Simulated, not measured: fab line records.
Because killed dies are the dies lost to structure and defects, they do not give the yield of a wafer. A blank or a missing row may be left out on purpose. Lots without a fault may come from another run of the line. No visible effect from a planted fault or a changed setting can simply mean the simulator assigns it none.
Matching of chambers :: flow n5_finfet :: 3 sister chambers for N5_FIN_SAQP_HM_DEP_72 on pecvd-03
The step deposits SiO2 from SiH4/N2O, target thk 12 nm, time 7.2 s. 18 wafers are shown with their chamber, then 9 later ones without.

WAFERS, EACH WITH ITS CHAMBER
wafer: L075.2
chamber: 2
showerhead_plenum_p_Torr (Torr): 8.09
heater_power_w (W): 953

wafer: L075.4
chamber: 0
showerhead_plenum_p_Torr (Torr): 8.31
heater_power_w (W): 701

wafer: L075.6
chamber: 1
showerhead_plenum_p_Torr (Torr): 8.29
heater_power_w (W): 751

wafer: L077.1
chamber: 2
showerhead_plenum_p_Torr (Torr): 8.08
heater_power_w (W): 977

wafer: L077.2
chamber: 0
showerhead_plenum_p_Torr (Torr): 8.34
heater_power_w (W): 762

wafer: L077.5
chamber: 2
showerhead_plenum_p_Torr (Torr): 8.05
heater_power_w (W): 969

wafer: L078.1
chamber: 2
showerhead_plenum_p_Torr (Torr): 8.07
heater_power_w (W): 901

wafer: L078.3
chamber: 1
showerhead_plenum_p_Torr (Torr): 8.31
heater_power_w (W): 763

wafer: L078.4
chamber: 1
showerhead_plenum_p_Torr (Torr): 8.29
heater_power_w (W): 752

wafer: L082.3
chamber: 1
showerhead_plenum_p_Torr (Torr): 8.31
heater_power_w (W): 706

wafer: L082.5
chamber: 1
showerhead_plenum_p_Torr (Torr): 8.33
heater_power_w (W): 706

wafer: L082.6
chamber: 2
showerhead_plenum_p_Torr (Torr): 8.09
heater_power_w (W): 958

wafer: L085.3
chamber: 2
showerhead_plenum_p_Torr (Torr): 8.10
heater_power_w (W): 878

wafer: L085.4
chamber: 2
showerhead_plenum_p_Torr (Torr): 8.09
heater_power_w (W): 884

wafer: L085.6
chamber: 0
showerhead_plenum_p_Torr (Torr): 8.29
heater_power_w (W): 699

wafer: L088.3
chamber: 1
showerhead_plenum_p_Torr (Torr): 8.31
heater_power_w (W): 718

wafer: L088.5
chamber: 0
showerhead_plenum_p_Torr (Torr): 8.32
heater_power_w (W): 619

wafer: L088.6
chamber: 1
showerhead_plenum_p_Torr (Torr): 8.30
heater_power_w (W): 713

SIGNATURES (averages over the wafers above)
reading: showerhead_plenum_p_Torr
chamber 0: 8.3150
chamber 1: 8.3057
chamber 2: 8.0814
scatter within a chamber: 0.0166

reading: heater_power_w
chamber 0: 695.25
chamber 1: 729.86
chamber 2: 931.43
scatter within a chamber: 40.5
Rule: distance of a wafer from a chamber = root of the sum over the readings of ((wafer's reading minus chamber's mean) / reading's scatter) squared. If the next closest chamber is less than 2 further off than the closest, the wafer can't be placed; otherwise it belongs to the closest. The scatter: the root of (the sum of the squares of (reading less its chamber's mean) over the shown wafers, divided by (wafers less chambers)).

WAFERS WITHOUT THEIR CHAMBER
wafer: L089.2
showerhead_plenum_p_Torr (Torr): 8.09
heater_power_w (W): 903

wafer: L089.4
showerhead_plenum_p_Torr (Torr): 8.32
heater_power_w (W): 625

wafer: L089.5
showerhead_plenum_p_Torr (Torr): 8.27
heater_power_w (W): 724

wafer: L096.1
showerhead_plenum_p_Torr (Torr): 8.32
heater_power_w (W): 678

wafer: L096.3
showerhead_plenum_p_Torr (Torr): 8.30
heater_power_w (W): 770

wafer: L096.6
showerhead_plenum_p_Torr (Torr): 8.07
heater_power_w (W): 909

wafer: L097.1
showerhead_plenum_p_Torr (Torr): 8.32
heater_power_w (W): 628

wafer: L097.2
showerhead_plenum_p_Torr (Torr): 8.29
heater_power_w (W): 740

wafer: L097.6
showerhead_plenum_p_Torr (Torr): 8.31
heater_power_w (W): 747

THE CHAMBER EACH PASSED THROUGH
wafer: L089.2
from the rows above: 2
in truth: 2

wafer: L089.4
from the rows above: can't be placed: 0 or 1
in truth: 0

wafer: L089.5
from the rows above: can't be placed: 1 or 0
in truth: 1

wafer: L096.1
from the rows above: can't be placed: 0 or 1
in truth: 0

wafer: L096.3
from the rows above: can't be placed: 1 or 0
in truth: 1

wafer: L096.6
from the rows above: 2
in truth: 2

wafer: L097.1
from the rows above: can't be placed: 0 or 1
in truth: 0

wafer: L097.2
from the rows above: can't be placed: 1 or 0
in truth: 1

wafer: L097.6
from the rows above: can't be placed: 1 or 0
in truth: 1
Correctly placed: 2 of 9. Unplaceable from these rows: 7, with the true chamber sitting among the candidates in 7. Placed wrongly: 0.
